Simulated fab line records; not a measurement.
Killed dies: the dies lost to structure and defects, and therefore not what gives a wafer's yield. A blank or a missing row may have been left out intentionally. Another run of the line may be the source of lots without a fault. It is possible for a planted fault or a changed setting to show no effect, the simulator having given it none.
Chamber matching	flow n5-finfet	4 sister chambers for N5_BEOL_M1_ETCH_70 on rie-diel-02
The step etches SOC in N2/H2, target depth 80 nm, overetch 16 nm, time 120 s. 8 wafers are shown with their chamber, then 11 later ones without.

## WAFERS WITH THEIR CHAMBER
wafer	chamber	drypump-motor-current-A (A)	throttle-valve-pct (%)
L088.5	1	5.0	17.45
L091.6	2	5.6	17.55
L092.4	2	5.6	17.56
L092.6	3	5.2	18.19
L093.3	1	4.9	17.45
L093.4	0	5.4	17.63
L093.6	0	5.4	17.61
L094.1	3	5.2	18.20

## WAFERS WHOSE CHAMBER IS MISSING
wafer	drypump-motor-current-A (A)	throttle-valve-pct (%)
L094.5	5.4	17.63
L094.6	4.9	17.44
L095.2	5.4	17.62
L095.4	5.1	18.20
L095.6	4.9	17.46
L096.1	5.3	17.63
L096.5	5.2	18.20
L096.6	5.6	17.57
L097.1	5.3	17.64
L097.2	4.9	17.48
L097.3	5.6	17.56

## EACH ONE'S CHAMBER
wafer	from the rows above	in truth
L094.5	0	0
L094.6	1	1
L095.2	0	0
L095.4	3	3
L095.6	1	1
L096.1	0	0
L096.5	3	3
L096.6	2	2
L097.1	0	0
L097.2	1	1
L097.3	2	2
Placed correctly: 11 of 11. From these rows, 0 cannot be placed. Number placed wrongly: 0.
How it was worked out, from the rows above alone: a wafer's distance from a chamber is the root of the sum, over the readings, of the square of ((its reading less the chamber's mean) divided by the reading's scatter). The wafer belongs to the nearest chamber; if the next one is less than 2 further off, it can't be placed. Each chamber's mean is taken over the wafers shown for it. The scatter: take each reading less its chamber's mean, square it, sum over the shown wafers, divide by the number of wafers less the number of chambers, and take the root.
